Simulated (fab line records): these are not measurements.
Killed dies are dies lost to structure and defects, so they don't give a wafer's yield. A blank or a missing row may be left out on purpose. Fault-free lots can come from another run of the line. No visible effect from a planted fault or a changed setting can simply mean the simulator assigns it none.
fab line records	flow n5Finfet
[record] lots = 7	wafers = 19	lastDay = 16
route steps=1938 shown MOL_CONTACT_COAG@576 BEOL_M4@1111 PASSIVATION@1936
lots that met no fault: taken from a fault-free run of the same line
startH: hours from the record's opening day to when the first of the lot's shown wafers began	waitH: how many hours have passed since the lot's step before this one	" as in the row above	L1.1+2: one row covering several wafers at once	- no value present, or no start provided	* or withheld: withheld	< > ~ a bound
route shown NAME@n: names a module that has steps shown in the file, with the first one's number in the route	usual: the fault-free wafers' mean and standard deviation	same: alike in all rows	chamber/n: place in a boat	sites: per-site readings	_std_site: how widely they spread, as a standard deviation	_edge_site: mean of outer sites minus mean of inner sites	radiusMm: for every site, how far away it sits from the centre of the wafer	mask NAME#n: copy n	behind: tool/chamber where the wafer was last shaped	hold: cause of the lot's hold/its duration in hours/its outcome	device: which transistor (n, p or np) failed to switch	end of line: tests of these same wafers at the route's end	where a step has no rows: the recipe by itself	killed: at the first sort, the dies lost to defects and structure; wafer yield is something else	map: a wafer's dies, x killed, . not, _ none there
set.NAME: the run value of the setting; set.NAME@STEP: its run value at that earlier step	model.NAME: the simulator's own value behind a step, which no gauge read
lots seen at some steps along the route; tables by step, rows by wafer
services: from which hour (startH, from the record's first day; less than 0 if before it) a tool's chamber was out of use, for how many hours, and why
[[steps]]
[step N5_MOL_CONTACT_COAG_DESCUM_88]
[recipe] chemistry = O2	timeS = 7	sourcePowerW = 50	biasPowerW = 20	pressureMtorr = 20	rfFrequencyHz = 2.712e+07	tempC = 40	resist = CAR-EUV	o2FlowSccm = 225
[step N5_MOL_CONTACT_COAG_ETCH_89]
[recipe] chemistry = N2/H2	target = underlayer	targetDepthA = 130	maskMaterial = CAR-EUV	timeS = 10.4	ionEnergyEv = 200	pressureMtorr = 30	sourceW = 840	biasW = 150	n2FlowSccm = 200	h2FlowSccm = 200	ends = cleared
[usual] drypumpMotorCurrentA = 5.8/0.41	etchRfOnTimeS = 10.39/0.14	h2FlowSccm = 200.0/0.58	oesProductAu = 0.68/0.078	rfVppV = 524.6/2.7	showerheadPlenumPTorr = 2.57/0.093	throttleValvePct = 17.68/0.23
lot.wafer	tool	chamber	startH	waitH	drypumpMotorCurrentA	etchRfOnTimeS	h2FlowSccm	oesProductAu	rfHoursCounterH	rfVppV	showerheadPlenumPTorr	throttleValvePct
L848.1	rieDiel-04	3	111.25	0.0	5.6	10.48	200.1	0.59	240	526.1	2.61	17.84
L848.2	"	0	"	"	5.4	10.48	199.8	0.77	26	526.7	2.59	17.58
L848.4	"	3	"	"	5.6	10.46	200.2	0.59	-	523.7	2.61	17.85
L852.1	rieDiel-06	2	132.13	0.0	5.7	10.33	200.8	0.66	141	521.7	2.45	17.85
L852.2	"	3	"	"	6.6	10.32	200.4	0.59	217	520.5	2.41	17.61
L853.1	rieDiel-06	1	141.85	0.0	6.5	10.60	199.6	0.74	56	527.7	2.69	17.73
L853.4	"	2	"	"	5.7	10.41	198.9	0.67	143	519.9	2.44	17.84
L854.2	rieDiel-05	0	149.58	0.0	5.1	10.29	199.7	0.81	5	529.0	2.72	17.85
L854.3	"	1	"	"	5.7	10.37	200.5	0.64	127	526.3	2.66	17.60
L854.5	"	0	"	"	5.1	10.41	199.5	0.80	-	529.3	2.72	17.83
L859.4	rieDiel-04	1	180.30	0.0	6.0	10.22	199.9	0.73	58	524.7	2.59	17.40
L859.5	"	0	"	"	5.4	10.41	199.5	0.73	-	525.5	2.58	17.62
L859.6	"	3	"	"	5.6	10.18	200.4	0.81	-	525.2	2.60	17.42
L861.2	rieDiel-05	3	187.79	0.0	5.9	10.58	200.4	0.56	245	521.3	2.51	18.03
L861.3	"	0	"	"	5.1	10.28	199.6	0.78	18	528.2	2.71	17.86
L861.5	"	2	"	"	5.8	10.31	199.9	0.77	-	524.8	2.60	17.20
L864.1	rieDiel-06	2	210.26	0.0	5.7	10.35	200.5	0.65	166	520.8	2.44	17.88
L864.3	"	1	"	"	6.5	10.55	199.0	0.71	76	528.3	2.69	17.78
L864.6	"	1	"	"	6.5	10.38	198.9	0.72	-	528.2	2.69	17.78
[step N5_MOL_CONTACT_COAG_ETCH_90]
[recipe] chemistry = CF4	target = SiARC	targetDepthA = 130	maskMaterial = CAR-EUV	timeS = 21.7	ionEnergyEv = 80	pressureMtorr = 40	sourceW = 545	biasW = 36	Ar_flow_sccm = 100	cf4FlowSccm = 100	ends = cleared
[usual] drypumpMotorCurrentA = 5.8/0.42	etchRfOnTimeS = 21.63/0.25	oesProductAu = 0.69/0.077	rfVppV = 184.3/1.2	showerheadPlenumPTorr = 2.16/0.075	throttleValvePct = 15.45/0.21
lot.wafer	tool	chamber	startH	waitH	drypumpMotorCurrentA	etchRfOnTimeS	oesProductAu	rfHoursCounterH	rfVppV	showerheadPlenumPTorr	throttleValvePct
L848.1	rieDiel-04	3	111.27	0.0	5.6	21.80	0.60	240	184.0	2.19	15.67
L848.2	"	0	"	"	5.4	21.82	0.78	26	183.8	2.19	15.45
L848.4	"	3	"	"	5.6	21.79	0.59	-	183.7	2.19	15.65
L852.1	rieDiel-06	2	132.15	0.0	5.7	21.63	0.67	141	182.8	2.06	15.62
L852.2	"	3	"	"	6.6	21.92	0.59	217	183.1	2.03	15.33
L853.1	rieDiel-06	1	141.87	0.0	6.4	21.65	0.75	56	185.9	2.26	15.48
L853.4	"	2	"	"	5.6	21.39	0.66	143	182.2	2.06	15.63
L854.2	rieDiel-05	0	149.60	0.0	5.1	21.59	0.81	5	184.5	2.28	15.50
L854.3	"	1	"	"	5.6	21.50	0.64	127	185.8	2.24	15.43
L854.5	"	0	"	"	5.1	21.55	0.80	-	185.2	2.28	15.48
L859.4	rieDiel-04	1	180.32	0.0	6.0	21.55	0.73	58	185.0	2.18	15.22
L859.5	"	0	"	"	5.4	22.12	0.73	-	184.8	2.18	15.51
L859.6	"	3	"	"	5.6	21.24	0.81	-	186.0	2.19	15.19
L861.2	rieDiel-05	3	187.81	0.0	5.9	22.25	0.55	245	182.4	2.11	15.83
L861.3	"	0	"	"	5.1	21.38	0.77	18	187.5	2.27	15.52
L861.5	"	2	"	"	5.8	21.58	0.77	-	184.6	2.18	15.01
L864.1	rieDiel-06	2	210.28	0.0	5.6	21.69	0.65	166	183.1	2.05	15.65
L864.3	"	1	"	"	6.4	21.79	0.72	76	185.9	2.26	15.51
L864.6	"	1	"	"	6.4	21.79	0.73	-	185.4	2.25	15.52
[step N5_MOL_CONTACT_COAG_ALD_131]
[recipe] material = SiO2	targetThkA = 50	tempC = 100	aldPrecursorFamily = BDEAS	aldCoReactant = O2-plasma	pulseTimeS = 1	coReactantPulseTimeS = 1	purgeTimeS = 2	coReactantPurgeTimeS = 2	aldCycles = 35	pressureTorr = 2
[step N5_MOL_CONTACT_COAG_ETCHBACK_132]
[recipe] chemistry = CHF3	target = SiO2	targetDepthA = 100	timeS = 6.7	ionEnergyEv = 200	pressureMtorr = 30	sourceW = 610	biasW = 170	Ar_flow_sccm = 200	CHF3_flow_sccm = 50
[usual] CHF3_flow_sccm = 50.00/0.15	drypumpMotorCurrentA = 5.9/0.42	oesProductAu = 0.80/0.089	rfVppV = 525/5.1	showerheadPlenumPTorr = 2.39/0.086	throttleValvePct = 18.58/0.21
lot.wafer	tool	chamber	startH	waitH	CHF3_flow_sccm	drypumpMotorCurrentA	oesProductAu	rfHoursCounterH	rfVppV	showerheadPlenumPTorr	throttleValvePct
L848.1	rieDiel-06	1	111.59	0.2	49.96	6.5	0.89	44	525	2.52	18.56
L848.2	"	3	"	"	50.08	6.6	0.70	208	522	2.26	18.39
L848.4	"	2	"	"	49.98	5.6	0.78	-	521	2.29	18.71
L852.1	rieDiel-06	2	132.41	0.1	50.26	5.6	0.77	141	521	2.29	18.72
L852.2	"	1	"	"	50.13	6.5	0.87	54	525	2.51	18.58
L853.1	rieDiel-06	0	142.12	0.1	50.05	5.9	0.74	141	518	2.38	18.51
L853.4	"	2	"	"	50.13	5.6	0.79	143	521	2.29	18.73
L854.2	rieDiel-06	1	149.86	0.1	49.95	6.5	0.86	59	525	2.51	18.60
L854.3	"	2	"	"	50.07	5.7	0.77	145	522	2.29	18.72
L854.5	"	1	"	"	49.90	6.4	0.86	-	524	2.51	18.60
L859.4	rieDiel-04	0	182.46	0.6	50.14	5.4	0.87	52	538	2.42	18.63
L859.5	"	2	"	"	49.95	5.9	0.81	-	528	2.40	18.87
L859.6	"	1	"	"	50.40	6.0	0.85	-	527	2.42	18.34
L861.2	rieDiel-04	3	188.07	0.1	49.93	5.6	0.95	10	527	2.43	18.32
L861.3	"	2	"	"	49.60	5.9	0.80	95	528	2.40	18.89
L861.5	"	0	"	"	49.88	5.4	0.86	-	537	2.42	18.62
L864.1	rieDiel-05	2	210.58	0.1	50.02	5.8	0.88	32	524	2.42	18.10
L864.3	"	1	"	"	49.85	5.7	0.73	148	531	2.48	18.53
L864.6	"	2	"	"	49.75	5.8	0.89	-	523	2.42	18.12
[step N5_MOL_CONTACT_COAG_ETCH_91]
[recipe] chemistry = N2/H2	target = SOC	targetDepthA = 600	overetchA = 210	maskMaterial = SiARC	tempC = 40	timeS = 101.2	ionEnergyEv = 200	pressureMtorr = 30	sourceW = 840	biasW = 150	n2FlowSccm = 200	h2FlowSccm = 200
[usual] drypumpMotorCurrentA = 5.9/0.42	h2FlowSccm = 200.1/0.55	oesProductAu = 0.67/0.071	rfVppV = 524.1/2.7	showerheadPlenumPTorr = 2.56/0.095	throttleValvePct = 17.68/0.23
lot.wafer	tool	chamber	startH	waitH	drypumpMotorCurrentA	h2FlowSccm	oesProductAu	rfHoursCounterH	rfVppV	showerheadPlenumPTorr	throttleValvePct
L848.1	rieDiel-06	1	111.62	0.0	6.5	199.8	0.74	44	528.0	2.70	17.68
L848.2	"	3	"	"	6.6	200.3	0.59	208	520.9	2.42	17.56
L848.4	"	2	"	"	5.7	200.3	0.66	-	522.3	2.45	17.78
L852.1	rieDiel-06	2	132.44	0.0	5.6	199.7	0.65	141	522.3	2.44	17.82
L852.2	"	1	"	"	6.5	200.1	0.74	54	526.6	2.70	17.70
L853.1	rieDiel-06	0	142.16	0.0	5.9	200.2	0.63	141	523.4	2.54	17.60
L853.4	"	2	"	"	5.6	199.9	0.65	143	519.5	2.44	17.81
L854.2	rieDiel-06	1	149.90	0.0	6.5	199.8	0.73	59	528.1	2.69	17.72
L854.3	"	2	"	"	5.7	200.7	0.65	145	520.2	2.44	17.83
L854.5	"	1	"	"	6.5	198.6	0.73	-	529.0	2.69	17.73
L859.4	rieDiel-04	0	182.50	0.0	5.4	199.9	0.73	52	526.3	2.58	17.59
L859.5	"	2	"	"	5.9	200.5	0.68	-	525.2	2.57	18.03
L859.6	"	1	"	"	6.0	200.6	0.72	-	525.2	2.59	17.37
L861.2	rieDiel-04	3	188.10	0.0	5.6	199.8	0.79	10	526.2	2.60	17.41
L861.3	"	2	"	"	5.9	199.5	0.67	95	525.2	2.57	18.03
L861.5	"	0	"	"	5.4	200.9	0.71	-	526.2	2.58	17.59
L864.1	rieDiel-05	2	210.61	0.0	5.8	199.4	0.74	32	524.8	2.59	17.17
L864.3	"	1	"	"	5.7	200.0	0.61	148	525.5	2.65	17.60
L864.6	"	2	"	"	5.8	199.6	0.74	-	523.9	2.59	17.17
[step N5_MOL_CONTACT_COAG_STRIP_92]
[recipe] chemistry = N2/H2	tempC = 40	n2FlowSccm = 200	h2FlowSccm = 200	rfFrequencyHz = 6e+07
[step N5_MOL_CONTACT_COAG_STRIP_93]
[recipe] chemistry = N2/H2	tempC = 40	n2FlowSccm = 200	h2FlowSccm = 200	rfFrequencyHz = 6e+07
[step N5_MOL_CONTACT_COAG_ETCHBACK_135]
[recipe] chemistry = CHF3	target = SiO2	targetDepthA = 250	timeS = 16.7	ionEnergyEv = 200	pressureMtorr = 30	sourceW = 610	biasW = 170	Ar_flow_sccm = 200	CHF3_flow_sccm = 50
[step N5_MOL_CONTACT_COAG_STRIP_118]
[recipe] chemistry = CHF3	resist = SiARC	rfFrequencyHz = 6e+07
[step N5_MOL_CONTACT_COAG_VIA_ETCH_46]
[recipe] chemistry = C4F6/O2	targetDepthA = 460	overetchA = 92	maskMaterial = SOC	target = SiO2	biasW = 455	pressureMtorr = 10	timeS = 40	sourceW = 325	Ar_flow_sccm = 300	C4F6_flow_sccm = 10	O2_flow_sccm = 10	ionEnergyEv = 575.3	ends = endPoint
[step N5_MOL_CONTACT_COAG_STRIP_96]
[recipe] chemistry = N2/H2	powerW = 500	tempC = 40	pressureMtorr = 50	rfFrequencyHz = 6e+07	overashFraction = 0.3	biasPowerW = 28	h2Frac = 0.5	n2FlowSccm = 300	h2FlowSccm = 300
[step N5_MOL_CONTACT_COAG_ETCH_47]
[recipe] chemistry = CH3F/O2	target = SiNx	targetDepthA = 270	maskMaterial = SiO2	stopOn = W	overEtchFrac = 0.2	ionEnergyEv = 120	endpoint = OES-CN	pressureMtorr = 30	sourceW = 395	biasW = 73	Ar_flow_sccm = 150	CH3F_flow_sccm = 30	O2_flow_sccm = 20	ends = endPoint
[usual] O2_flow_sccm = 19.99/0.06	drypumpMotorCurrentA = 5.9/0.42	etchRfOnTimeS = 31.1/0.45	oesProductAu = 0.71/0.079	rfVppV = 297.9/2.8	showerheadPlenumPTorr = 2.01/0.075	throttleValvePct = 16.21/0.21
lot.wafer	tool	chamber	startH	waitH	O2_flow_sccm	drypumpMotorCurrentA	etchRfOnTimeS	oesProductAu	rfHoursCounterH	rfVppV	showerheadPlenumPTorr	throttleValvePct	model.etch.tClearS	model.etch.overEtchS
L848.1	rieDiel-06	1	111.85	0.0	19.92	6.4	31.3	0.79	44	296.9	2.12	16.18	26.05	5.21
L848.2	"	3	"	"	20.08	6.6	31.4	0.62	208	297.3	1.90	16.08	26.17	5.234
L848.4	"	2	"	"	19.99	5.6	31.2	0.70	-	296.2	1.92	16.32	25.99	5.197
L852.1	rieDiel-06	2	132.67	0.0	20.04	5.7	31.0	0.70	141	295.2	1.92	16.35	25.81	5.162
L852.2	"	1	"	"	20.08	6.5	50.8	0.60	54	299.1	2.12	16.19	45.7	5.077
L853.1	rieDiel-06	0	142.39	0.0	20.01	5.9	31.4	0.66	141	294.3	2.00	16.17	26.19	5.237
L853.4	"	2	"	"	19.92	5.6	50.8	0.54	143	294.1	1.92	16.34	45.15	5.624
L854.2	rieDiel-06	1	150.13	0.0	19.92	6.5	50.8	0.61	59	296.7	2.12	16.19	45.02	5.756
L854.3	"	2	"	"	20.06	5.6	30.4	0.71	145	295.0	1.92	16.35	25.33	5.065
L854.5	"	1	"	"	19.94	6.4	30.9	0.78	-	297.7	2.11	16.22	25.75	5.15
L859.4	rieDiel-04	0	182.73	0.0	20.04	5.4	30.7	0.78	52	303.7	2.04	16.25	25.55	5.11
L859.5	"	2	"	"	20.07	6.0	30.7	0.72	-	300.3	2.02	16.49	25.57	5.115
L859.6	"	1	"	"	20.00	6.0	30.8	0.77	-	298.1	2.03	15.94	25.65	5.129
L861.2	rieDiel-04	3	188.33	0.0	19.89	5.6	30.6	0.84	10	299.9	2.05	15.94	25.53	5.106
L861.3	"	2	"	"	20.07	5.9	30.9	0.71	95	301.2	2.02	16.49	25.72	5.144
L861.5	"	0	"	"	19.96	5.4	31.2	0.76	-	304.5	2.03	16.23	26	5.2
L864.1	rieDiel-05	2	210.84	0.0	19.91	5.8	30.7	0.80	32	295.4	2.03	15.75	25.62	5.124
L864.3	"	1	"	"	20.08	5.7	30.6	0.66	148	300.3	2.09	16.21	25.53	5.107
L864.6	"	2	"	"	20.09	5.8	30.7	0.80	-	297.5	2.03	15.74	25.58	5.117
[step N5_MOL_CONTACT_COAG_STRIP_119]
[recipe] chemistry = N2/H2	timeS = 30	powerW = 1000	tempC = 250	pressureMtorr = withheld	n2FlowSccm = 1750	h2FlowSccm = 3250
[usual] drypumpMotorCurrentA = 5.9/0.45	h2FlowSccm = 3250/9.4	heaterPowerW = 372/26
lot.wafer	tool	chamber	startH	waitH	drypumpMotorCurrentA	h2FlowSccm	heaterPowerW	rfHoursCounterH
L848.1	plasmaAsher-01	1	111.93	0.1	5.5	3271	320	56
L848.2	"	0	"	"	6.6	3247	386	56
L848.4	"	0	"	"	6.6	3255	373	-
L852.1	plasmaAsher-02	0	132.75	0.1	5.5	3264	391	86
L852.2	"	1	"	"	6.2	3255	373	86
L853.1	plasmaAsher-02	0	142.47	0.1	5.5	3265	388	88
L853.4	"	0	"	"	5.5	3259	389	-
L854.2	plasmaAsher-01	1	150.22	0.1	5.5	3236	322	64
L854.3	"	1	"	"	5.5	3259	322	-
L854.5	"	0	"	"	6.6	3256	382	-
L859.4	plasmaAsher-02	0	182.83	0.1	5.4	3251	389	-
L859.5	"	1	"	"	6.2	3255	382	-
L859.6	"	0	"	"	5.5	3248	378	-
L861.2	plasmaAsher-02	1	188.41	0.1	6.2	3254	379	96
L861.3	"	0	"	"	5.5	3251	389	-
L861.5	"	1	"	"	6.2	3262	390	-
L864.1	plasmaAsher-02	1	210.92	0.1	6.1	3255	381	101
L864.3	"	1	"	"	6.2	3248	386	-
L864.6	"	0	"	"	5.5	3258	400	-
[step N5_BEOL_M4_RC_MEAS_101]
[usual] DIBL_N = 36.3/1.4	DIBL_P = 36.2/1.5	IOFF_N = 0.160/0.021	IOFF_P = 0.211/0.027	ION_N = 676/7.7	ION_P = 463/5.5	SS_N = 71.4/0.57	SS_P = 73.3/0.58	VT_N = 249.3/2.5	VT_P = -250.1/2.6
lot.wafer	tool	chamber	startH	waitH	DIBL_N[mV/V]	DIBL_P[mV/V]	IOFF_N[nA/um]	IOFF_P[nA/um]	ION_N[uA/um]	ION_P[uA/um]	SS_N[mV/dec]	SS_P[mV/dec]	VT_N[mV]	VT_P[mV]
L848.1	prober-01	0	186.17	0.0	35.0	34.9	0.153	0.194	679	465	71.6	73.1	251.5	-250.2
L848.2	"	0	"	"	38.0	39.2	0.222	0.272	688	474	72.5	73.7	245.6	-248.3
L848.4	"	0	"	"	36.8	37.9	0.192	0.233	690	462	71.9	73.1	247.1	-247.0
L852.1	prober-01	0	204.77	0.0	37.8	36.9	0.139	0.218	661	465	71.1	73.7	253.0	-249.2
L852.2	"	0	"	"	36.9	35.6	0.127	0.201	669	456	71.6	72.7	254.3	-251.7
L853.1	prober-01	0	214.24	0.0	36.2	33.7	0.142	0.184	674	459	71.1	72.7	248.7	-250.0
L853.4	"	0	"	"	36.7	35.3	0.152	0.205	681	463	71.1	73.5	248.6	-249.8
L854.2	prober-01	0	217.92	0.2	36.6	37.9	0.185	0.239	675	461	70.8	73.7	243.7	-249.4
L854.3	"	0	"	"	34.5	34.7	0.143	0.185	673	455	70.3	73.4	251.5	-248.6
L854.5	"	0	"	"	36.2	38.0	0.179	0.235	693	471	70.7	73.3	248.7	-246.9
L861.2	prober-02	0	260.93	0.2	38.2	36.8	0.173	0.255	680	475	72.0	73.2	246.5	-247.3
L861.3	"	0	"	"	39.0	37.5	0.184	0.272	672	468	72.5	73.5	247.7	-243.9
L861.5	"	0	"	"	36.9	35.7	0.155	0.238	669	465	71.5	73.7	249.3	-247.5
L859.4	prober-01	0	261.02	0.5	35.5	35.5	0.155	0.215	680	468	71.2	73.2	253.7	-250.6
L859.5	"	0	"	"	34.2	35.0	0.144	0.199	676	468	70.8	72.9	249.9	-249.5
L859.6	"	0	"	"	35.5	35.8	0.159	0.211	679	468	71.2	73.4	251.2	-249.6
L864.1	prober-02	0	283.45	0.0	36.4	35.3	0.161	0.211	683	469	70.4	72.6	246.2	-251.2
L864.3	"	0	"	"	37.1	35.9	0.173	0.216	679	462	71.5	73.4	247.0	-248.9
L864.6	"	0	"	"	36.0	35.6	0.173	0.221	689	472	71.1	73.3	244.2	-249.5
[step N5_PASSIVATION_PROBE_49]
[usual] defectLimitedYield = 91.3/1.4	killed_at_M0_to_M3 = 34/10	killed_at_M4_up = 13/4.8	killedAtContacts = 12/6.1	killedAtFrontEnd = 40/11	killedAtOther = 3.7/2.8	killedDies = 103/16	killedOpen = 67/12	killedShort = 34/7.4	sort_bin_5_function = 5.1/0.95	sort_bin_6_memory = 3.2/0.62	sortNPass = 1077/16	sortYieldPct = 91.3/1.4
[same] grossDies = 1180	killedAtBackSide = 0	sort_bin_4_leakage[%] = 0	sort_bin_8_speed[%] = 0
lot.wafer	tool	chamber	startH	waitH	defectLimitedYield[%]	killed_at_M0_to_M3	killed_at_M4_up	killedAtContacts	killedAtFrontEnd	killedAtOther	killedDies	killedOpen	killedShort	sort_bin_5_function[%]	sort_bin_6_memory[%]	sortNPass	sortYieldPct[%]
L854.2	prober-02	-	307.44	0.1	91.4	38	12	6	41	4	101	59	41	4.0	4.1	1079	91.4
L854.3	prober-02	-	307.49	0.1	92.1	28	10	7	47	1	93	58	35	5.2	2.2	1087	92.1
L854.5	prober-02	-	307.59	0.2	91.2	38	9	12	42	3	104	72	32	5.5	2.7	1076	91.2
L864.1	prober-01	-	391.16	0.0	89.2	39	14	9	62	3	127	90	37	7.0	3.5	1053	89.2
L864.3	prober-01	-	391.26	0.1	88.1	40	18	19	52	12	141	87	50	6.3	4.8	1039	88.1
L864.6	prober-01	-	391.41	0.3	88.5	48	15	7	61	5	136	86	49	6.9	4.2	1044	88.5
// killed by level:class
L854.2 BEOL_M0_SAQP:geometricParticle:open=12 FIN_SAQP:geometricParticle:short=10 BEOL_M0_SAQP:geometricParticle:short=10 BEOL_M4:geometricParticle:open=7 STI_FIN_REVEAL:geometricParticle:open=6 FIN_SAQP:geometricParticle:open=5 GATE_CUT:geometricParticle:short=5 BEOL_M0:geometricParticle:open=4
L854.3 FIN_SAQP:geometricParticle:short=15 FIN_SAQP:geometricParticle:open=8 STI_FIN_REVEAL:geometricParticle:open=8 BEOL_M0_SAQP:geometricParticle:open=8 BEOL_M0_SAQP:geometricParticle:short=6 MOL_CONTACT_COAG:geometricParticle:open=6 BEOL_M2:geometricParticle:open=5 BEOL_M4:geometricParticle:open=5
L854.5 FIN_SAQP:geometricParticle:open=13 BEOL_M2:geometricParticle:open=12 FIN_SAQP:geometricParticle:short=10 MOL_CONTACT_COAG:geometricParticle:open=9 BEOL_M0:geometricParticle:open=8 GATE_CUT:geometricParticle:short=6 BEOL_M1:geometricParticle:open=5 BEOL_M4:geometricParticle:open=5
L864.1 FIN_SAQP:geometricParticle:short=18 FIN_SAQP:geometricParticle:open=16 BEOL_M3:geometricParticle:open=16 STI_FIN_REVEAL:geometricParticle:open=13 MOL_CONTACT_COAG:geometricParticle:open=9 BEOL_M0_SAQP:geometricParticle:open=7 DUMMY_GATE:geometricParticle:open=5 BEOL_M4:geometricParticle:open=5
L864.3 MOL_CONTACT_COAG:geometricParticle:open=17 STI_FIN_REVEAL:geometricParticle:open=13 FIN_SAQP:geometricParticle:open=10 BEOL_M0_SAQP:geometricParticle:open=10 BEOL_M1:geometricParticle:short=10 BEOL_M0_SAQP:geometricParticle:short=9 FIN_SAQP:geometricParticle:short=8 BEOL_M4:geometricParticle:open=7
L864.6 STI_FIN_REVEAL:geometricParticle:open=14 BEOL_M0_SAQP:geometricParticle:short=13 BEOL_M0_SAQP:geometricParticle:open=13 FIN_SAQP:geometricParticle:short=11 FIN_SAQP:geometricParticle:open=10 BEOL_M2:geometricParticle:open=9 DUMMY_GATE:geometricParticle:open=8 BEOL_M3:geometricParticle:open=7
[[services]]
tool	chamber	startH	hours	kind
plasmaAsher-01	-	87.39	0.8	repair
rieDiel-04	1	104.02	9.3	repair
rieDiel-05	2	104.20	-	clean
rieDiel-05	2	104.20	-	consumableReplace:focusRing
rieDiel-05	2	104.20	12.5	scheduledDown
rieDiel-05	2	104.20	12.5	ventCycle
rieDiel-05	0	116.69	-	clean
rieDiel-05	0	116.69	-	consumableReplace:focusRing
rieDiel-05	0	116.69	-	consumableReplace:showerhead
rieDiel-05	0	116.69	19.2	scheduledDown
rieDiel-05	0	116.69	19.2	ventCycle
rieDiel-05	2	132.80	6.0	repair
rieDiel-04	3	137.04	-	clean
rieDiel-04	3	137.04	-	consumableReplace:focusRing
rieDiel-04	3	137.04	17.2	scheduledDown
rieDiel-04	3	137.04	17.2	ventCycle
rieDiel-05	3	204.47	-	clean
rieDiel-05	3	204.47	-	consumableReplace:focusRing
rieDiel-05	3	204.47	40.2	scheduledDown
rieDiel-05	3	204.47	40.2	ventCycle
[[key]]
[firstSign] step = N5_MOL_CONTACT_COAG_ETCH_47	reading = etchRfOnTimeS	direction = up	sigmas = 44	usual = *	struck = *
effect none on later readings
[modelEffect] step = N5_MOL_CONTACT_COAG_ETCH_47	value = etch.tClearS	without = 25.67	struck = 45.29
metAt N5_MOL_CONTACT_COAG_ETCH_47
struckWafers L852.2,L853.4,L854.2
onsetBetween 111.85 132.67
[fault] kind = processParameterDrift	tool = rieDiel-06	chamber = -	onsetH = 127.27	steps = N5_MOL_CONTACT_COAG_ETCH_47	channel = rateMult	offset = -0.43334	shape = step	endH = 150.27	scope = struckWafersOnly
